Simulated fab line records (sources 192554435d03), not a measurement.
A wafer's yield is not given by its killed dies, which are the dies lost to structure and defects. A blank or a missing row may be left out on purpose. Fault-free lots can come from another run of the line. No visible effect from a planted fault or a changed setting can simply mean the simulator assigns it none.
The tool behind it: which one? || flow n5Finfet || Sampling: 9 lots, 27 wafers, 6 of 1938 route steps

## WHAT THE GAUGES READ, wafer by wafer
N5_BEOL_M0_SAQP_CD_MEAS_29 targets a cd of 14.4 nm. Usual: cdNm 15.01 nm, standard deviation 0.23.
{"lot": "L283", "measured": "day 6 10:25", "on": "cdSem-03", "cdNm (nm)": "15.32 14.82 14.79", "flag": ""}
{"lot": "L285", "measured": "day 6 22:44", "on": "cdSem-02", "cdNm (nm)": "14.38 15.17 15.03", "flag": ""}
{"lot": "L286", "measured": "day 7 01:44", "on": "cdSem-02", "cdNm (nm)": "15.24 15.08 15.13", "flag": ""}
{"lot": "L290", "measured": "day 8 06:13", "on": "cdSem-03", "cdNm (nm)": "14.81 15.04 15.36", "flag": ""}
{"lot": "L296", "measured": "day 9 13:32", "on": "cdSem-02", "cdNm (nm)": "14.77 15.02 14.59", "flag": ""}
{"lot": "L298", "measured": "day 10 00:05", "on": "cdSem-01", "cdNm (nm)": "15.40 15.10 15.08", "flag": ""}
{"lot": "L300", "measured": "day 10 13:59", "on": "cdSem-01", "cdNm (nm)": "15.48 14.78 14.75", "flag": ""}
{"lot": "L301", "measured": "day 10 18:34", "on": "cdSem-02", "cdNm (nm)": "15.07 14.94 15.04", "flag": ""}
{"lot": "L303", "measured": "day 11 06:40", "on": "cdSem-01", "cdNm (nm)": "15.04 14.71 14.81", "flag": ""}

N5_BEOL_M0_SAQP_CD_MEAS_40 targets a cd of 30 nm. Usual: cdNm 30.02 nm, standard deviation 0.21.
{"lot": "L283", "measured": "day 6 10:43", "on": "cdSem-03", "cdNm (nm)": "30.12 29.93 29.98", "flag": ""}
{"lot": "L285", "measured": "day 6 23:10", "on": "cdSem-01", "cdNm (nm)": "29.92 29.88 30.37", "flag": ""}
{"lot": "L286", "measured": "day 7 02:03", "on": "cdSem-01", "cdNm (nm)": "29.59 30.03 29.97", "flag": ""}
{"lot": "L290", "measured": "day 8 06:39", "on": "cdSem-03", "cdNm (nm)": "30.17 29.95 29.99", "flag": ""}
{"lot": "L296", "measured": "day 9 13:51", "on": "cdSem-01", "cdNm (nm)": "30.28 30.02 29.98", "flag": ""}
{"lot": "L298", "measured": "day 10 00:24", "on": "cdSem-02", "cdNm (nm)": "30.39 30.06 30.09", "flag": ""}
{"lot": "L300", "measured": "day 10 14:18", "on": "cdSem-02", "cdNm (nm)": "30.15 30.14 30.04", "flag": ""}
{"lot": "L301", "measured": "day 10 18:59", "on": "cdSem-03", "cdNm (nm)": "30.11 30.26 30.06", "flag": ""}
{"lot": "L303", "measured": "day 11 06:58", "on": "cdSem-03", "cdNm (nm)": "29.96 30.48 29.97", "flag": ""}

N5_BEOL_M4_RC_MEAS_101. Usual: DIBL_N 35.9 mV/V, standard deviation 1.3; DIBL_P 35.9 mV/V, standard deviation 1.5; IOFF_N 0.152 nA/um, standard deviation 0.023; IOFF_P 0.204 nA/um, standard deviation 0.027; ION_N 673 uA/um, standard deviation 9.2; ION_P 462 uA/um, standard deviation 6.7; SS_N 71.4 mV/dec, standard deviation 0.48; SS_P 73.2 mV/dec, standard deviation 0.55; VT_N 250.3 mV, standard deviation 2.6; VT_P -250.6 mV, standard deviation 3.
{"lot": "L283", "measured": "day 9 18:23", "on": "prober-02", "DIBL_N (mV/V)": "36.5 35.0 36.1", "DIBL_P (mV/V)": "37.3 36.3 37.1", "IOFF_N (nA/um)": "0.167 0.150 0.163", "IOFF_P (nA/um)": "0.198 0.182 0.197", "ION_N (uA/um)": "677 679 680", "ION_P (uA/um)": "461 452 462", "SS_N (mV/dec)": "70.8 71.0 71.5", "SS_P (mV/dec)": "74.3 73.0 73.2", "VT_N (mV)": "249.8 252.0 248.3", "VT_P (mV)": "-253.7 -254.3 -251.2", "flag": ""}
{"lot": "L285", "measured": "day 9 16:45", "on": "prober-01", "DIBL_N (mV/V)": "36.4 37.3 35.5", "DIBL_P (mV/V)": "35.8 37.5 35.5", "IOFF_N (nA/um)": "0.154 0.167 0.135", "IOFF_P (nA/um)": "0.200 0.220 0.189", "ION_N (uA/um)": "679 662 666", "ION_P (uA/um)": "463 460 463", "SS_N (mV/dec)": "72.0 71.9 71.7", "SS_P (mV/dec)": "73.5 74.8 72.9", "VT_N (mV)": "249.3 248.3 249.8", "VT_P (mV)": "-250.5 -250.0 -253.4", "flag": ""}
{"lot": "L286", "measured": "day 10 14:52", "on": "prober-02", "DIBL_N (mV/V)": "36.6 37.2 36.1", "DIBL_P (mV/V)": "35.2 36.9 34.5", "IOFF_N (nA/um)": "0.144 0.167 0.141", "IOFF_P (nA/um)": "0.217 0.244 0.198", "ION_N (uA/um)": "665 671 659", "ION_P (uA/um)": "462 464 449", "SS_N (mV/dec)": "71.6 72.1 71.9", "SS_P (mV/dec)": "73.5 74.2 72.5", "VT_N (mV)": "252.7 248.3 253.3", "VT_P (mV)": "-248.6 -249.5 -251.8", "flag": ""}
{"lot": "L290", "measured": "day 11 07:58", "on": "prober-02", "DIBL_N (mV/V)": "38.2 37.6 36.9", "DIBL_P (mV/V)": "38.8 37.3 36.6", "IOFF_N (nA/um)": "0.225 0.206 0.182", "IOFF_P (nA/um)": "0.247 0.217 0.209", "ION_N (uA/um)": "690 678 682", "ION_P (uA/um)": "467 458 458", "SS_N (mV/dec)": "71.5 71.8 71.3", "SS_P (mV/dec)": "74.1 73.2 72.6", "VT_N (mV)": "242.7 244.2 246.1", "VT_P (mV)": "-248.1 -253.5 -251.4", "flag": ""}
{"lot": "L296", "measured": "day 12 12:38", "on": "prober-02", "DIBL_N (mV/V)": "33.7 37.4 35.2", "DIBL_P (mV/V)": "32.6 37.8 34.0", "IOFF_N (nA/um)": "0.112 0.179 0.140", "IOFF_P (nA/um)": "0.168 0.235 0.181", "ION_N (uA/um)": "658 677 664", "ION_P (uA/um)": "463 469 458", "SS_N (mV/dec)": "71.3 71.4 71.7", "SS_P (mV/dec)": "72.2 74.2 72.9", "VT_N (mV)": "254.1 249.8 250.1", "VT_P (mV)": "-251.2 -248.6 -250.5", "flag": ""}
{"lot": "L298", "measured": "day 13 14:14", "on": "prober-02", "DIBL_N (mV/V)": "34.5 33.8 35.7", "DIBL_P (mV/V)": "36.0 35.6 37.6", "IOFF_N (nA/um)": "0.143 0.137 0.164", "IOFF_P (nA/um)": "0.198 0.187 0.223", "ION_N (uA/um)": "681 665 681", "ION_P (uA/um)": "470 466 467", "SS_N (mV/dec)": "71.5 71.2 71.5", "SS_P (mV/dec)": "73.3 73.1 73.5", "VT_N (mV)": "252.2 253.1 249.4", "VT_P (mV)": "-248.9 -253.0 -251.9", "flag": ""}
{"lot": "L300", "measured": "day 13 17:28", "on": "prober-02", "DIBL_N (mV/V)": "36.1 36.2 35.4", "DIBL_P (mV/V)": "36.0 36.6 35.8", "IOFF_N (nA/um)": "0.162 0.164 0.149", "IOFF_P (nA/um)": "0.183 0.187 0.176", "ION_N (uA/um)": "675 668 669", "ION_P (uA/um)": "454 455 452", "SS_N (mV/dec)": "71.9 72.0 71.4", "SS_P (mV/dec)": "73.0 73.8 73.1", "VT_N (mV)": "250.0 248.5 250.2", "VT_P (mV)": "-253.1 -255.2 -256.0", "flag": ""}
{"lot": "L301", "measured": "day 14 01:35", "on": "prober-02", "DIBL_N (mV/V)": "35.1 35.0 35.1", "DIBL_P (mV/V)": "35.8 36.8 36.6", "IOFF_N (nA/um)": "0.128 0.132 0.138", "IOFF_P (nA/um)": "0.167 0.175 0.171", "ION_N (uA/um)": "669 668 672", "ION_P (uA/um)": "455 454 456", "SS_N (mV/dec)": "71.1 71.7 71.8", "SS_P (mV/dec)": "73.3 73.4 73.2", "VT_N (mV)": "255.3 253.2 252.9", "VT_P (mV)": "-254.2 -253.3 -257.5", "flag": ""}
{"lot": "L303", "measured": "day 14 22:47", "on": "prober-02", "DIBL_N (mV/V)": "35.3 35.2 35.9", "DIBL_P (mV/V)": "34.3 34.4 35.3", "IOFF_N (nA/um)": "0.134 0.130 0.146", "IOFF_P (nA/um)": "0.219 0.216 0.240", "ION_N (uA/um)": "657 667 678", "ION_P (uA/um)": "466 471 477", "SS_N (mV/dec)": "71.6 71.4 71.1", "SS_P (mV/dec)": "73.2 72.1 73.7", "VT_N (mV)": "252.8 249.9 251.0", "VT_P (mV)": "-247.0 -247.9 -244.7", "flag": ""}

## EACH LOT AND THE TOOL THAT RAN IT (in order: tool; ch and the chambers of the sampled wafers; start)
{"lot": "L283", "N5_BEOL_M0_SAQP_SPACER2_ALD_26": "aldSin-04 ch 1,3, day 6 09:40", "N5_BEOL_M0_SAQP_COAT_87": "lithoTrack-01 ch 0, day 6 10:27", "N5_BEOL_M0_SAQP_ETCH_88": "rieDiel-06 ch 0,1,2, day 6 10:52"}
{"lot": "L285", "N5_BEOL_M0_SAQP_SPACER2_ALD_26": "aldSin-04 ch 1,2,3, day 6 21:59", "N5_BEOL_M0_SAQP_COAT_87": "lithoTrack-01 ch 0, day 6 22:47", "N5_BEOL_M0_SAQP_ETCH_88": "rieDiel-01 ch 1,2, day 6 23:20"}
{"lot": "L286", "N5_BEOL_M0_SAQP_SPACER2_ALD_26": "aldSin-01 ch 0,1, day 7 00:59", "N5_BEOL_M0_SAQP_COAT_87": "lithoTrack-01 ch 0, day 7 01:47", "N5_BEOL_M0_SAQP_ETCH_88": "rieDiel-03 ch 0,2,3, day 7 02:25"}
{"lot": "L290", "N5_BEOL_M0_SAQP_SPACER2_ALD_26": "aldSin-02 ch 0,1,2, day 8 05:23", "N5_BEOL_M0_SAQP_COAT_87": "lithoTrack-05 ch 0, day 8 06:16", "N5_BEOL_M0_SAQP_ETCH_88": "rieDiel-03 ch 0,2, day 8 06:54"}
{"lot": "L296", "N5_BEOL_M0_SAQP_SPACER2_ALD_26": "aldSin-04 ch 1,3, day 9 12:45", "N5_BEOL_M0_SAQP_COAT_87": "lithoTrack-03 ch 0, day 9 13:35", "N5_BEOL_M0_SAQP_ETCH_88": "rieDiel-06 ch 0,2,3, day 9 14:04"}
{"lot": "L298", "N5_BEOL_M0_SAQP_SPACER2_ALD_26": "aldSin-01 ch 0,1,2, day 9 23:21", "N5_BEOL_M0_SAQP_COAT_87": "lithoTrack-03 ch 0, day 10 00:08", "N5_BEOL_M0_SAQP_ETCH_88": "rieDiel-06 ch 0,3, day 10 00:35"}
{"lot": "L300", "N5_BEOL_M0_SAQP_SPACER2_ALD_26": "aldSin-02 ch 0,3, day 10 12:59", "N5_BEOL_M0_SAQP_COAT_87": "lithoTrack-01 ch 0, day 10 14:02", "N5_BEOL_M0_SAQP_ETCH_88": "rieDiel-03 ch 0,2,3, day 10 14:27"}
{"lot": "L301", "N5_BEOL_M0_SAQP_SPACER2_ALD_26": "aldSin-02 ch 0,2,3, day 10 17:46", "N5_BEOL_M0_SAQP_COAT_87": "lithoTrack-01 ch 0, day 10 18:36", "N5_BEOL_M0_SAQP_ETCH_88": "rieDiel-06 ch 0,1, day 10 19:18"}
{"lot": "L303", "N5_BEOL_M0_SAQP_SPACER2_ALD_26": "aldSin-04 ch 0,1, day 11 05:53", "N5_BEOL_M0_SAQP_COAT_87": "lithoTrack-05 ch 0, day 11 06:42", "N5_BEOL_M0_SAQP_ETCH_88": "rieDiel-03 ch 0,1,2, day 11 07:07"}
- N5_BEOL_M0_SAQP_SPACER2_ALD_26: deposits SiO2, target thk 15 nm, pulse time 1 s, purge time 2 s.
- N5_BEOL_M0_SAQP_COAT_87: time 60 s, resist thk 5 nm.
- N5_BEOL_M0_SAQP_ETCH_88: etches underlayer in N2/H2, target depth 6.5 nm, time 5.2 s.

## WHAT THE TOOLS THEMSELVES READ (means of the sampled wafers that have a number; where no wafer has one, the mark that the record gives instead)
N5_BEOL_M0_SAQP_SPACER2_ALD_26. Usual: heaterPowerW 486 W, standard deviation 49; precursorPulseHeightRel 0.999, standard deviation 0.019.
{"lot": "L283", "tool": "aldSin-04", "heaterPowerW (W)": 515, "precursorPulseHeightRel": 0.998, "flag": ""}
{"lot": "L285", "tool": "aldSin-04", "heaterPowerW (W)": 501, "precursorPulseHeightRel": 0.982, "flag": ""}
{"lot": "L286", "tool": "aldSin-01", "heaterPowerW (W)": 488, "precursorPulseHeightRel": 0.977, "flag": ""}
{"lot": "L290", "tool": "aldSin-02", "heaterPowerW (W)": 478, "precursorPulseHeightRel": 0.997, "flag": ""}
{"lot": "L296", "tool": "aldSin-04", "heaterPowerW (W)": 533, "precursorPulseHeightRel": 0.999, "flag": ""}
{"lot": "L298", "tool": "aldSin-01", "heaterPowerW (W)": 465, "precursorPulseHeightRel": 1.017, "flag": ""}
{"lot": "L300", "tool": "aldSin-02", "heaterPowerW (W)": 466, "precursorPulseHeightRel": 1.029, "flag": ""}
{"lot": "L301", "tool": "aldSin-02", "heaterPowerW (W)": 503, "precursorPulseHeightRel": 0.992, "flag": ""}
{"lot": "L303", "tool": "aldSin-04", "heaterPowerW (W)": 483, "precursorPulseHeightRel": 1.004, "flag": ""}

N5_BEOL_M0_SAQP_COAT_87. Usual: dispensePressureKPa 53.5 kPa, standard deviation 2.3; heaterPowerTotalW 391.7 W, standard deviation 1.3; spinSpeedRpm 1500.1 rpm, standard deviation 1.1.
{"lot": "L283", "tool": "lithoTrack-01", "dispensePressureKPa (kPa)": 53.7, "heaterPowerTotalW (W)": 392.0, "spinSpeedRpm (rpm)": 1499.6, "flag": ""}
{"lot": "L285", "tool": "lithoTrack-01", "dispensePressureKPa (kPa)": 53.7, "heaterPowerTotalW (W)": 392.4, "spinSpeedRpm (rpm)": 1381.2, "flag": "OFF"}
{"lot": "L286", "tool": "lithoTrack-01", "dispensePressureKPa (kPa)": 53.7, "heaterPowerTotalW (W)": 391.4, "spinSpeedRpm (rpm)": 1381.0, "flag": "OFF"}
{"lot": "L290", "tool": "lithoTrack-05", "dispensePressureKPa (kPa)": 49.9, "heaterPowerTotalW (W)": 392.9, "spinSpeedRpm (rpm)": 1501.5, "flag": ""}
{"lot": "L296", "tool": "lithoTrack-03", "dispensePressureKPa (kPa)": 56.0, "heaterPowerTotalW (W)": 391.1, "spinSpeedRpm (rpm)": 1499.7, "flag": ""}
{"lot": "L298", "tool": "lithoTrack-03", "dispensePressureKPa (kPa)": 56.0, "heaterPowerTotalW (W)": 391.1, "spinSpeedRpm (rpm)": 1500.3, "flag": ""}
{"lot": "L300", "tool": "lithoTrack-01", "dispensePressureKPa (kPa)": 53.6, "heaterPowerTotalW (W)": 391.6, "spinSpeedRpm (rpm)": 1500.5, "flag": ""}
{"lot": "L301", "tool": "lithoTrack-01", "dispensePressureKPa (kPa)": 53.6, "heaterPowerTotalW (W)": 391.9, "spinSpeedRpm (rpm)": 1500.7, "flag": ""}
{"lot": "L303", "tool": "lithoTrack-05", "dispensePressureKPa (kPa)": 49.8, "heaterPowerTotalW (W)": 391.5, "spinSpeedRpm (rpm)": 1501.3, "flag": ""}

N5_BEOL_M0_SAQP_ETCH_88. Usual: drypumpMotorCurrentA 5.53 A, standard deviation 0.28; etchRfOnTimeS 5.17 s, standard deviation 0.08; oesProductAu 0.66 a.u., standard deviation 0.057; rfVppV 523.4 V, standard deviation 2.7; showerheadPlenumPTorr 2.53 Torr, standard deviation 0.087; throttleValvePct 17.85 %, standard deviation 0.27.
{"lot": "L283", "tool": "rieDiel-06", "drypumpMotorCurrentA (A)": 5.78, "etchRfOnTimeS (s)": 5.05, "oesProductAu (a.u.)": 0.75, "rfVppV (V)": 526.4, "showerheadPlenumPTorr (Torr)": 2.62, "throttleValvePct (%)": 17.63, "flag": ""}
{"lot": "L285", "tool": "rieDiel-01", "drypumpMotorCurrentA (A)": 5.62, "etchRfOnTimeS (s)": 5.39, "oesProductAu (a.u.)": 0.62, "rfVppV (V)": 524.2, "showerheadPlenumPTorr (Torr)": 2.60, "throttleValvePct (%)": 17.98, "flag": ""}
{"lot": "L286", "tool": "rieDiel-03", "drypumpMotorCurrentA (A)": 5.53, "etchRfOnTimeS (s)": 5.49, "oesProductAu (a.u.)": 0.62, "rfVppV (V)": 524.0, "showerheadPlenumPTorr (Torr)": 2.53, "throttleValvePct (%)": 18.04, "flag": "OFF"}
{"lot": "L290", "tool": "rieDiel-03", "drypumpMotorCurrentA (A)": 5.39, "etchRfOnTimeS (s)": 5.21, "oesProductAu (a.u.)": 0.63, "rfVppV (V)": 523.3, "showerheadPlenumPTorr (Torr)": 2.53, "throttleValvePct (%)": 18.11, "flag": ""}
{"lot": "L296", "tool": "rieDiel-06", "drypumpMotorCurrentA (A)": 5.51, "etchRfOnTimeS (s)": 5.17, "oesProductAu (a.u.)": 0.67, "rfVppV (V)": 523.2, "showerheadPlenumPTorr (Torr)": 2.55, "throttleValvePct (%)": 17.75, "flag": ""}
{"lot": "L298", "tool": "rieDiel-06", "drypumpMotorCurrentA (A)": 5.32, "etchRfOnTimeS (s)": 5.13, "oesProductAu (a.u.)": 0.70, "rfVppV (V)": 523.3, "showerheadPlenumPTorr (Torr)": 2.52, "throttleValvePct (%)": 17.67, "flag": ""}
{"lot": "L300", "tool": "rieDiel-03", "drypumpMotorCurrentA (A)": 5.54, "etchRfOnTimeS (s)": 5.26, "oesProductAu (a.u.)": 0.61, "rfVppV (V)": 523.0, "showerheadPlenumPTorr (Torr)": 2.52, "throttleValvePct (%)": 18.08, "flag": ""}
{"lot": "L301", "tool": "rieDiel-06", "drypumpMotorCurrentA (A)": 5.64, "etchRfOnTimeS (s)": 5.00, "oesProductAu (a.u.)": 0.74, "rfVppV (V)": 524.2, "showerheadPlenumPTorr (Torr)": 2.58, "throttleValvePct (%)": 17.58, "flag": ""}
{"lot": "L303", "tool": "rieDiel-03", "drypumpMotorCurrentA (A)": 5.37, "etchRfOnTimeS (s)": 5.23, "oesProductAu (a.u.)": 0.63, "rfVppV (V)": 522.5, "showerheadPlenumPTorr (Torr)": 2.46, "throttleValvePct (%)": 17.85, "flag": ""}

## THE ANSWER, worked out from the rows above alone
Rule: a lot counts as off when the mean over its wafers that have a number is more than 3 standard deviations away from the usual mean. A lot without any number at a reading at which 4 lots or more have one is off too. Where the step has rows for the other lots, those lots are counted as sound. First the gauges in route order, then the tools' own readings, where a lot's mean is used as printed above. The first step at which some lot is off is used, and at that step the reading that is off furthest; a lot without a number counts as furthest.
Off at N5_BEOL_M0_SAQP_COAT_87 (spinSpeedRpm): L285, L286.
A tool fits if, at that step or a process step before it, it ran every lot that is off, and no sound lot after the first of them. No candidate that was tried fits.

## WHAT THE SIMULATOR HAD INSERTED
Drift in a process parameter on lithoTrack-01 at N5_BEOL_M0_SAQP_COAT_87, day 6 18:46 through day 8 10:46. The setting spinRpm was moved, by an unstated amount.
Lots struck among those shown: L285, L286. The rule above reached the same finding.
